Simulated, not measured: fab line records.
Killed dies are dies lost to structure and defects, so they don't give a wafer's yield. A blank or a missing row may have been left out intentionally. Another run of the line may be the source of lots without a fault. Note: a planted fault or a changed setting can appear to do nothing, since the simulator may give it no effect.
fab line records	flow n5-finfet
record: lots: 7	wafers: 21	last-day: 16
route steps=1938 shown GATE_CUT@469 BEOL_M4@1111 PASSIVATION@1936
lots that met no fault: taken from a fault-free run of the same line
start-h: start of the lot's first displayed wafer, in hours after the record's first day	wait-h: hours elapsed since this lot's preceding step	" the same as in the row above	L1.1+2: a single row standing in for several wafers	- no value, or no start was given	* or withheld: withheld	< > ~ a bound
route shown NAME@n: NAME is a module with steps in the file, n the number in the route of the first one	usual: the fault-free wafers' mean and standard deviation	same: alike in all rows	chamber/n: place in a boat	sites: each site's reading	_std_site: standard deviation of those values	_edge_site: mean of outer sites minus mean of inner sites	radius-mm: for every site, how far away it sits from the centre of the wafer	mask NAME#n: copy n	behind: the last tool/chamber to shape the wafer	hold: the reason the lot was held/the length of the hold in hours/how it ended	device: which transistor (n, p or np) failed to switch	end of line: tests run on the same wafers once the route is complete	step lacking rows: just its recipe	killed: the dies lost at the first sort to structure and to defects; this is not the yield of the wafer	map: a wafer's dies, x killed, . not, _ none there
set.NAME: setting as actually run; set.NAME@STEP: the setting as run at that earlier step	model.NAME: the simulator's own value behind a step, which no gauge read
steps of the route over a sample of lots; a table a step, a row a wafer
services: the hour from which a tool's chamber was out of use, counted from the record's first day as start-h (under 0 if before that day), plus the number of hours and why
== steps ==
step: N5_GATE_CUT_ETCH_58
recipe: chemistry: CH3F/O2	target: SiNx	target-depth-a: 170	time-s: 128.6	ion-energy-ev: 50	pressure-mtorr: 30	source-w: 415	bias-w: 21	Ar_flow_sccm: 150	CH3F_flow_sccm: 30	O2_flow_sccm: 20
usual: CH3F_flow_sccm: 29.99/0.096	O2_flow_sccm: 20.00/0.063	drypump-motor-current-A: 5.6/0.4	oes-product-au: 0.74/0.059	rf-vpp-V: 99.1/0.94	showerhead-plenum-p-Torr: 2.01/0.066	throttle-valve-pct: 16.46/0.24
lot.wafer	tool	chamber	start-h	wait-h	CH3F_flow_sccm	O2_flow_sccm	drypump-motor-current-A	oes-product-au	rf-hours-counter-h	rf-vpp-V	showerhead-plenum-p-Torr	throttle-valve-pct
L791.1	rie-diel-04	1	114.56	0.2	30.06	19.93	6.1	0.69	240	100.6	1.99	16.61
L791.3	"	2	"	"	29.84	20.01	5.7	0.74	156	99.5	2.07	15.98
L791.5	"	2	"	"	30.04	20.02	5.7	0.74	-	100.3	2.07	15.97
L792.1	rie-diel-04	2	116.94	0.1	29.89	19.91	5.7	0.73	157	100.6	2.07	15.96
L792.2	"	0	"	"	29.93	20.01	4.7	0.71	176	97.6	1.92	16.50
L792.4	"	1	"	"	30.00	19.90	6.1	0.69	-	100.4	1.99	16.58
L793.2	rie-diel-01	3	125.29	0.0	29.86	19.97	5.8	0.74	159	98.2	1.92	16.23
L793.5	"	3	"	"	30.05	19.98	5.8	0.74	-	98.0	1.92	16.25
L793.6	"	2	"	"	30.09	19.99	6.2	0.73	-	99.5	2.00	16.42
L803.1	rie-diel-03	1	187.05	0.0	29.97	20.10	5.8	0.74	183	99.2	2.01	16.54
L803.2	"	2	"	"	30.05	20.08	5.5	0.73	168	97.0	1.92	16.61
L803.6	"	3	"	"	30.13	19.99	5.3	0.75	-	99.7	2.09	16.63
L804.1	rie-diel-04	2	193.62	0.0	30.13	20.10	5.7	0.71	187	99.3	2.06	16.04
L804.3	"	0	"	"	29.87	20.05	4.7	0.70	207	98.1	1.91	16.56
L804.4	"	3	"	"	29.99	20.04	5.9	0.71	223	98.7	1.98	16.82
L807.2	rie-diel-03	1	206.47	0.0	29.93	20.07	5.7	0.73	190	99.5	2.00	16.56
L807.3	"	0	"	"	30.03	20.09	5.7	0.72	155	99.7	2.08	16.59
L807.5	"	3	"	"	30.03	20.04	5.2	0.73	-	99.8	2.09	16.65
L808.2	rie-diel-03	3	214.36	0.1	30.03	19.91	5.2	0.73	191	98.3	2.09	16.64
L808.4	"	2	"	"	29.92	20.12	5.5	0.73	178	98.8	1.92	16.64
L808.5	"	1	"	"	29.91	19.94	5.7	0.73	-	99.1	2.00	16.56
step: N5_GATE_CUT_ETCH_37
recipe: chemistry: N2/H2	target: SOC	target-depth-a: 600	overetch-a: 120	mask-material: SiARC	temp-c: 40	time-s: 90	ion-energy-ev: 200	pressure-mtorr: 30	source-w: 840	bias-w: 150	n2-flow-sccm: 200	h2-flow-sccm: 200
usual: bias-w: 150.1/0.46	chamber-pressure-mTorr: 30.002/0.028	drypump-motor-current-A: 5.6/0.41	oes-product-au: 0.68/0.058	rf-vpp-V: 523.7/2.4	showerhead-plenum-p-Torr: 2.54/0.086	throttle-valve-pct: 17.91/0.25
lot.wafer	tool	chamber	start-h	wait-h	bias-w	chamber-pressure-mTorr	drypump-motor-current-A	oes-product-au	rf-hours-counter-h	rf-vpp-V	showerhead-plenum-p-Torr	throttle-valve-pct
L791.1	rie-diel-03	3	118.59	0.0	149.5	29.989	5.2	0.68	159	527.0	2.64	17.81
L791.3	"	1	"	"	150.3	29.994	5.8	0.68	162	523.9	2.53	17.94
L791.5	"	2	"	"	150.3	30.030	5.5	0.69	-	521.8	2.44	18.04
L792.1	rie-diel-03	3	120.77	0.0	-	-	-	-	-	-	-	-
L792.2	"	0	"	"	-	-	-	-	-	-	-	-
L792.4	"	2	"	"	-	-	-	-	-	-	-	-
L793.2	rie-diel-03	0	128.76	0.0	-	-	-	-	-	-	-	-
L793.5	"	1	"	"	-	-	-	-	-	-	-	-
L793.6	"	0	"	"	-	-	-	-	-	-	-	-
L803.1	rie-diel-03	2	191.56	0.0	150.3	29.975	5.5	0.67	170	521.4	2.43	18.09
L803.2	"	3	"	"	149.9	30.027	5.2	0.66	183	525.3	2.63	17.86
L803.6	"	3	"	"	149.7	29.976	5.2	0.67	-	525.0	2.63	17.85
L804.1	rie-diel-03	2	197.20	0.0	150.1	29.937	5.5	0.66	172	520.8	2.43	18.08
L804.3	"	0	"	"	149.2	30.002	5.7	0.65	151	526.4	2.67	18.14
L804.4	"	1	"	"	149.8	29.976	5.8	0.66	187	523.5	2.52	17.99
L807.2	rie-diel-01	0	210.06	0.0	149.6	29.994	5.2	0.89	1	525.6	2.59	17.74
L807.3	"	3	"	"	149.2	30.008	5.8	0.65	188	520.5	2.43	17.84
L807.5	"	0	"	"	150.4	30.018	5.2	0.88	-	525.5	2.59	17.74
L808.2	rie-diel-03	1	217.94	0.0	150.0	30.043	5.7	0.66	193	522.8	2.52	18.00
L808.4	"	2	"	"	150.8	30.010	5.5	0.67	179	520.1	2.42	18.12
L808.5	"	2	"	"	151.4	30.012	5.5	0.67	-	520.1	2.42	18.10
step: N5_GATE_CUT_HM_OPEN_40
recipe: chemistry: C4F6/O2	target: SiO2	mask-material: SiARC	target-depth-a: 1390	time-s: 85.1	ion-energy-ev: 250	pressure-mtorr: 30	source-w: 345	bias-w: 185	Ar_flow_sccm: 300	C4F6_flow_sccm: 10	O2_flow_sccm: 10	ends: cleared
usual: drypump-motor-current-A: 5.6/0.42	etch-rf-on-time-s: 93.9/1.8	oes-product-au: 0.68/0.063	rf-vpp-V: 663/10	showerhead-plenum-p-Torr: 2.85/0.088	throttle-valve-pct: 21.07/0.25
lot.wafer	tool	chamber	start-h	wait-h	drypump-motor-current-A	etch-rf-on-time-s	oes-product-au	rf-hours-counter-h	rf-vpp-V	showerhead-plenum-p-Torr	throttle-valve-pct
L791.1	rie-diel-03	3	118.67	0.0	5.2	94.1	0.69	159	665	2.98	21.18
L791.3	"	1	"	"	5.8	94.0	0.68	162	667	2.86	21.16
L791.5	"	2	"	"	5.5	96.6	0.68	-	648	2.76	21.26
L792.1	rie-diel-03	3	120.86	0.0	5.3	212.8	0.29	160	665	2.98	20.98
L792.2	"	0	"	"	5.7	212.8	0.28	132	667	2.97	20.97
L792.4	"	2	"	"	5.5	212.7	0.29	148	646	2.76	21.06
L793.2	rie-diel-03	0	128.85	0.0	5.7	212.7	0.27	134	666	2.97	21.00
L793.5	"	1	"	"	5.7	212.7	0.28	-	667	2.86	20.99
L793.6	"	0	"	"	5.7	212.8	0.27	-	667	2.97	20.99
L803.1	rie-diel-03	2	191.65	0.0	5.5	95.7	0.67	170	646	2.75	21.29
L803.2	"	3	"	"	5.2	92.9	0.67	183	665	2.97	21.23
L803.6	"	3	"	"	5.2	95.3	0.67	-	664	2.97	21.23
L804.1	rie-diel-03	2	197.28	0.0	5.5	94.1	0.66	172	645	2.75	21.29
L804.3	"	0	"	"	5.7	93.4	0.65	151	667	2.96	21.20
L804.4	"	1	"	"	5.8	96.4	0.66	187	666	2.85	21.19
L807.2	rie-diel-01	0	210.15	0.0	5.3	91.4	0.91	1	644	2.89	20.86
L807.3	"	3	"	"	5.8	97.0	0.64	188	663	2.72	20.89
L807.5	"	0	"	"	5.3	90.8	0.91	-	645	2.89	20.87
L808.2	rie-diel-03	1	218.02	0.0	5.8	92.0	0.66	193	665	2.85	21.20
L808.4	"	2	"	"	5.5	95.1	0.67	179	646	2.74	21.31
L808.5	"	2	"	"	5.4	97.0	0.65	-	645	2.74	21.30
step: N5_GATE_CUT_ETCH_19
recipe: chemistry: CH3F/O2	target: SiNx	mask-material: SiO2	target-depth-a: 537	time-s: 76.7	pressure-mtorr: 30	source-w: 395	bias-w: 73	Ar_flow_sccm: 150	CH3F_flow_sccm: 30	O2_flow_sccm: 20	ion-energy-ev: 120	ends: cleared
usual: CH3F_flow_sccm: 30.00/0.088	O2_flow_sccm: 20.00/0.056	drypump-motor-current-A: 5.6/0.41	etch-rf-on-time-s: 77.4/1.2	oes-product-au: 0.64/0.06	rf-vpp-V: 296/4.6	showerhead-plenum-p-Torr: 2.00/0.065	throttle-valve-pct: 16.48/0.24
lot.wafer	tool	chamber	start-h	wait-h	CH3F_flow_sccm	O2_flow_sccm	drypump-motor-current-A	etch-rf-on-time-s	oes-product-au	rf-hours-counter-h	rf-vpp-V	showerhead-plenum-p-Torr	throttle-valve-pct
L791.1	rie-diel-03	3	118.80	0.0	29.89	20.10	5.2	75.8	0.66	159	297	2.10	16.63
L791.3	"	1	"	"	29.80	19.94	5.7	77.9	0.65	162	297	2.01	16.54
L791.5	"	2	"	"	30.10	19.89	5.5	78.4	0.64	-	288	1.93	16.61
L792.1	rie-diel-03	3	120.98	0.0	30.08	19.99	5.2	191.8	0.28	160	298	2.10	16.57
L792.2	"	0	"	"	29.90	19.97	5.7	191.8	0.27	132	299	2.09	16.53
L792.4	"	2	"	"	30.04	19.99	5.5	191.7	0.28	148	290	1.93	16.58
L793.2	rie-diel-03	0	128.97	0.0	30.12	19.99	5.7	191.8	0.27	134	297	2.09	16.56
L793.5	"	1	"	"	30.18	20.04	5.8	191.7	0.29	-	298	2.01	16.52
L793.6	"	0	"	"	30.11	20.06	5.6	191.7	0.28	-	298	2.09	16.54
L803.1	rie-diel-03	2	191.77	0.0	30.08	20.03	5.5	77.6	0.62	170	287	1.92	16.65
L803.2	"	3	"	"	30.12	20.08	5.2	77.1	0.64	183	298	2.09	16.66
L803.6	"	3	"	"	29.89	20.11	5.2	76.9	0.63	-	296	2.09	16.67
L804.1	rie-diel-03	2	197.40	0.0	29.94	19.93	5.5	78.2	0.63	172	288	1.92	16.64
L804.3	"	0	"	"	29.96	20.08	5.7	77.6	0.61	151	298	2.08	16.61
L804.4	"	1	"	"	30.14	19.94	5.7	77.2	0.63	187	296	2.01	16.59
L807.2	rie-diel-01	0	210.27	0.0	30.00	19.99	5.3	75.2	0.86	1	289	2.03	16.23
L807.3	"	3	"	"	30.13	19.96	5.8	79.0	0.61	188	296	1.91	16.34
L807.5	"	0	"	"	30.04	19.95	5.3	74.6	0.85	-	287	2.03	16.25
L808.2	rie-diel-03	1	218.15	0.0	30.10	20.04	5.7	78.0	0.63	193	298	2.00	16.60
L808.4	"	2	"	"	29.96	19.92	5.5	78.9	0.62	179	289	1.92	16.67
L808.5	"	2	"	"	29.96	19.93	5.5	79.2	0.62	-	289	1.92	16.66
step: N5_GATE_CUT_ETCH_47
recipe: chemistry: Cl2/BCl3	target: SiO2	target-depth-a: 100	pressure-mtorr: 10	icp-w: 1000	bias-w: 126	Cl2_flow_sccm: 53.25	bcl3-flow-sccm: 21.75	Ar_flow_sccm: 25
usual: bcl3-flow-sccm: 21.74/0.061	bias-w: 126.0/0.38	drypump-motor-current-A: 5.9/0.42	he-backside-leak-sccm: 3.52/0.18	oes-product-au: 0.82/0.037	throttle-valve-pct: 22.74/0.15
lot.wafer	tool	chamber	start-h	wait-h	bcl3-flow-sccm	bias-w	drypump-motor-current-A	he-backside-leak-sccm	oes-product-au	rf-hours-counter-h	throttle-valve-pct
L791.1	rie-metal-03	0	119.20	0.1	21.76	125.6	6.5	3.02	0.87	15	22.69
L791.3	"	0	"	"	21.73	125.4	6.5	3.28	0.87	-	22.69
L791.5	"	0	"	"	21.78	125.9	6.5	2.95	0.87	-	22.69
L792.1	rie-metal-02	1	121.24	0.0	21.75	125.5	5.2	3.50	0.85	21	22.77
L792.2	"	0	"	"	21.79	125.5	6.4	3.71	0.78	36	22.53
L792.4	"	1	"	"	21.63	125.8	5.2	3.60	0.84	-	22.76
L793.2	rie-metal-01	0	129.23	0.0	21.78	126.3	5.8	3.51	0.82	36	22.70
L793.5	"	1	"	"	21.70	126.3	5.8	3.55	0.81	-	22.76
L793.6	"	0	"	"	21.71	126.5	5.8	3.66	0.82	-	22.72
L803.1	rie-metal-02	0	192.03	0.0	21.69	125.8	6.3	3.61	0.78	42	22.55
L803.2	"	1	"	"	21.75	126.5	5.2	3.43	0.84	26	22.77
L803.6	"	0	"	"	21.67	125.3	6.3	3.86	0.77	-	22.55
L804.1	rie-metal-03	0	197.67	0.0	21.77	126.2	6.5	3.34	0.83	23	22.70
L804.3	"	0	"	"	21.68	126.5	6.5	3.30	0.84	-	22.70
L804.4	"	1	"	"	21.84	126.0	6.1	3.33	0.91	-	23.15
L807.2	rie-metal-03	1	210.53	0.0	21.68	126.4	6.2	3.47	0.90	6	23.17
L807.3	"	1	"	"	21.70	126.2	6.2	3.28	0.90	-	23.16
L807.5	"	1	"	"	21.68	125.9	6.2	3.27	0.90	-	23.19
L808.2	rie-metal-02	1	218.41	0.0	21.78	127.1	5.2	3.80	0.82	29	22.76
L808.4	"	0	"	"	21.70	126.3	6.3	3.50	0.77	-	22.55
L808.5	"	1	"	"	21.72	126.9	5.2	3.75	0.82	-	22.76
step: N5_GATE_CUT_VAPOR_ETCH_51
recipe: chemistry: BCl3/Cl2	target: HfO2	mode: isotropic
usual: drypump-motor-current-A: 5.9/0.42	he-backside-leak-sccm: 3.6/0.36	oes-product-au: 0.82/0.036
lot.wafer	tool	chamber	start-h	wait-h	drypump-motor-current-A	he-backside-leak-sccm	oes-product-au
L791.1	rie-metal-03	0	119.38	0.1	6.5	3.6	0.86
L791.3	"	0	"	"	6.5	3.3	0.86
L791.5	"	0	"	"	6.5	3.5	0.86
L792.1	rie-metal-02	1	121.33	0.0	5.2	3.2	0.85
L792.2	"	0	"	"	6.4	3.7	0.79
L792.4	"	1	"	"	5.2	3.5	0.85
L793.2	rie-metal-01	0	129.32	0.0	5.8	3.6	0.81
L793.5	"	1	"	"	5.8	3.6	0.81
L793.6	"	0	"	"	5.8	3.6	0.83
L803.1	rie-metal-02	0	192.12	0.0	6.4	3.9	0.78
L803.2	"	1	"	"	5.2	3.7	0.82
L803.6	"	0	"	"	6.4	3.7	0.77
L804.1	rie-metal-03	0	197.76	0.0	6.5	3.5	0.82
L804.3	"	0	"	"	6.5	3.3	0.83
L804.4	"	1	"	"	6.2	3.1	0.91
L807.2	rie-metal-03	1	210.62	0.0	6.1	3.2	0.88
L807.3	"	1	"	"	6.1	3.2	0.89
L807.5	"	1	"	"	6.1	3.2	0.89
L808.2	rie-metal-02	1	218.50	0.0	5.2	3.6	0.82
L808.4	"	0	"	"	6.4	3.5	0.76
L808.5	"	1	"	"	5.2	3.9	0.82
step: N5_BEOL_M4_RC_MEAS_101
usual: DIBL_N: 35.9/1.6	DIBL_P: 35.6/2.1	IOFF_N: 0.149/0.029	IOFF_P: 0.20/0.033	ION_N: 671/11	ION_P: 460/7.3	SS_N: 71.4/0.62	SS_P: 73.2/0.65	VT_N: 251/3.1	VT_P: -251/3.4
lot.wafer	tool	chamber	start-h	wait-h	DIBL_N[mV/V]	DIBL_P[mV/V]	IOFF_N[nA/um]	IOFF_P[nA/um]	ION_N[uA/um]	ION_P[uA/um]	SS_N[mV/dec]	SS_P[mV/dec]	VT_N[mV]	VT_P[mV]
L791.1	prober-02	0	199.72	0.0	35.4	33.4	0.133	0.18	668	459	70.8	72.8	251	-251
L791.3	"	0	"	"	34.4	31.4	0.114	0.15	664	456	71.0	72.5	254	-254
L791.5	"	0	"	"	36.6	34.7	0.152	0.19	677	459	71.3	73.8	250	-251
L803.1	prober-02	0	273.80	0.0	37.3	38.0	0.163	0.23	665	458	72.7	73.9	250	-251
L803.2	"	0	"	"	36.2	35.3	0.141	0.18	656	450	71.8	73.1	253	-257
L803.6	"	0	"	"	36.7	35.5	0.150	0.19	661	458	72.4	73.3	253	-254
L804.1	prober-02	0	277.04	0.0	35.2	34.7	0.118	0.16	661	454	71.2	73.4	254	-257
L804.3	"	0	"	"	36.1	35.8	0.131	0.18	667	457	71.2	73.6	255	-252
L804.4	"	0	"	"	35.1	34.6	0.127	0.16	680	464	70.7	73.3	251	-255
L807.2	prober-02	0	288.99	0.2	36.6	35.6	0.183	0.23	677	466	72.1	73.3	245	-249
L807.3	"	0	"	"	35.3	35.2	0.175	0.23	686	469	71.3	73.8	245	-248
L807.5	"	0	"	"	35.5	34.1	0.161	0.20	670	457	72.1	73.5	248	-251
L808.2	prober-02	0	300.61	0.2	36.8	35.2	0.157	0.21	681	468	70.7	73.0	253	-250
L808.4	"	0	"	"	38.7	38.1	0.199	0.26	683	467	71.9	73.8	245	-244
L808.5	"	0	"	"	39.1	38.4	0.213	0.27	697	475	72.5	74.2	244	-248
step: N5_PASSIVATION_PROBE_49
usual: defect-limited-yield: 90.9/1.5	killed_at_M0_to_M3: 36/9.9	killed_at_M4_up: 13/4.5	killed-at-contacts: 13/6.4	killed-at-front-end: 42/12	killed-at-other: 3.4/3	killed-dies: 107/18	killed-on-rim: 14/4.3	killed-open: 69/13	killed-short: 35/8.2	sort_bin_5_function: 5.3/1.1	sort_bin_6_memory: 3.4/0.69	sort-n-pass: 1073/18	sort-yield-pct: 90.9/1.5
same: gross-dies: 1180	killed-at-back-side: 0	sort_bin_4_leakage[%]: 0	sort_bin_8_speed[%]: 0
lot.wafer	tool	chamber	start-h	wait-h	defect-limited-yield[%]	killed_at_M0_to_M3	killed_at_M4_up	killed-at-contacts	killed-at-front-end	killed-at-other	killed-dies	killed-on-rim	killed-open	killed-short	sort_bin_5_function[%]	sort_bin_6_memory[%]	sort-n-pass	sort-yield-pct[%]
L792.1	prober-02	-	305.99	0.0	0	31	15	16	1118	0	1180	152	74	27	96.4	3.5	0	0
L792.2	prober-02	-	306.04	0.1	0	23	15	21	1119	2	1180	152	68	32	95.8	3.8	0	0
L792.4	prober-02	-	306.14	0.2	0	26	13	15	1122	4	1180	152	65	43	96.2	3.6	0	0
L793.2	prober-02	-	308.03	0.1	0	43	10	19	1105	3	1180	152	91	47	95.8	3.6	0	0
L793.5	prober-02	-	308.18	0.2	0	60	12	17	1088	3	1180	152	99	57	94.8	4.8	0	0
L793.6	prober-02	-	308.23	0.3	0	43	5	12	1115	5	1180	152	77	53	95.7	4.2	0	0
killed by level:class
L792.1 GATE_CUT:area-etch=1079 MOL_CONTACT_COAG:geometric-particle:open=14 FIN_SAQP:geometric-particle:open=11 STI_FIN_REVEAL:geometric-particle:open=8 BEOL_M0_SAQP:geometric-particle:open=8 BEOL_M0_SAQP:geometric-particle:short=7 FIN_SAQP:geometric-particle:short=6 GATE_CUT:geometric-particle:short=6
L792.2 GATE_CUT:area-etch=1076 MOL_CONTACT_COAG:geometric-particle:open=16 FIN_SAQP:geometric-particle:open=10 FIN_SAQP:geometric-particle:short=9 BEOL_M0_SAQP:geometric-particle:open=8 STI_FIN_REVEAL:geometric-particle:open=6 MOL_CONTACT_COAG:geometric-particle:short=5 BEOL_M4:geometric-particle:open=5
L792.4 GATE_CUT:area-etch=1070 FIN_SAQP:geometric-particle:open=12 FIN_SAQP:geometric-particle:short=11 MOL_CONTACT_COAG:geometric-particle:open=10 GATE_CUT:geometric-particle:short=8 BEOL_M4:geometric-particle:open=7 GATE_CUT:geometric-particle:open=6 BEOL_M0_SAQP:geometric-particle:short=6
L793.2 GATE_CUT:area-etch=1042 STI_FIN_REVEAL:geometric-particle:open=18 DUMMY_GATE:geometric-particle:open=13 MOL_CONTACT_COAG:geometric-particle:open=12 FIN_SAQP:geometric-particle:open=11 BEOL_M3:geometric-particle:open=9 MOL_CONTACT_COAG:geometric-particle:short=7 BEOL_M1:geometric-particle:open=7
L793.5 GATE_CUT:area-etch=1023 STI_FIN_REVEAL:geometric-particle:open=18 MOL_CONTACT_COAG:geometric-particle:open=13 BEOL_M2:geometric-particle:open=11 BEOL_M3:geometric-particle:open=11 BEOL_M0_SAQP:geometric-particle:short=11 FIN_SAQP:geometric-particle:open=10 BEOL_M2:geometric-particle:short=9
L793.6 GATE_CUT:area-etch=1050 FIN_SAQP:geometric-particle:open=16 BEOL_M0_SAQP:geometric-particle:short=15 BEOL_M0_SAQP:geometric-particle:open=13 FIN_SAQP:geometric-particle:short=11 STI_FIN_REVEAL:geometric-particle:open=11 MOL_CONTACT_COAG:geometric-particle:open=9 BEOL_M2:geometric-particle:open=6
== services ==
tool	chamber	start-h	hours	kind
rie-metal-03	1	95.95	-	clean
rie-metal-03	1	95.95	31.9	scheduled-down
rie-metal-03	1	95.95	31.9	vent-cycle
rie-diel-01	-	103.88	18.9	repair
rie-diel-04	3	109.90	12.2	repair
rie-diel-04	3	126.58	27.6	repair
rie-diel-01	-	126.93	0.3	repair
rie-diel-04	-	138.91	0.5	repair
rie-metal-02	-	141.53	14.6	pm
rie-diel-04	1	154.34	-	clean
rie-diel-04	1	154.34	-	consumable-replace:focus-ring
rie-diel-04	1	154.34	25.1	scheduled-down
rie-diel-04	1	154.34	25.1	vent-cycle
rie-metal-03	1	181.20	12.1	repair
rie-diel-01	0	188.11	-	clean
rie-diel-01	0	188.11	-	consumable-replace:focus-ring
rie-diel-01	0	188.11	20.4	scheduled-down
rie-diel-01	0	188.11	20.4	vent-cycle
rie-diel-01	1	203.57	15.6	repair
== key ==
first-sign: step: N5_GATE_CUT_ETCH_37	reading: tool-record	direction: missing
effect: step: N5_GATE_CUT_HM_OPEN_40	reading: etch-rf-on-time-s	direction: up	sigmas: 65	usual: *	struck: *
effect: step: N5_GATE_CUT_ETCH_19	reading: etch-rf-on-time-s	direction: up	sigmas: 98	usual: *	struck: *
effect: step: N5_PASSIVATION_PROBE_49	reading: killed-at-front-end	direction: up	sigmas: 89	usual: 42	struck: 1111
more-kills-born-at: N5_GATE_CUT_ETCH_37@rie-diel-03: 6340
met-at N5_GATE_CUT_ETCH_37
struck-lots L792,L793
later-rows-left-out L792.1,L792.2,L792.4,L793.2,L793.5,L793.6
not-acting-at N5_GATE_CUT_ETCH_58,N5_GATE_CUT_ETCH_47,N5_GATE_CUT_VAPOR_ETCH_51
onset-between 118.59 120.77
fault: kind: skipped-step-whole	tool: rie-diel-03	chamber: -	onset-h: 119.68	steps: N5_GATE_CUT_ETCH_37	scope: struck-lots-only
later-rows-left-out: the simulator's readings of these wafers behind a module that went badly wrong aren't trusted and aren't shown, but for the sort
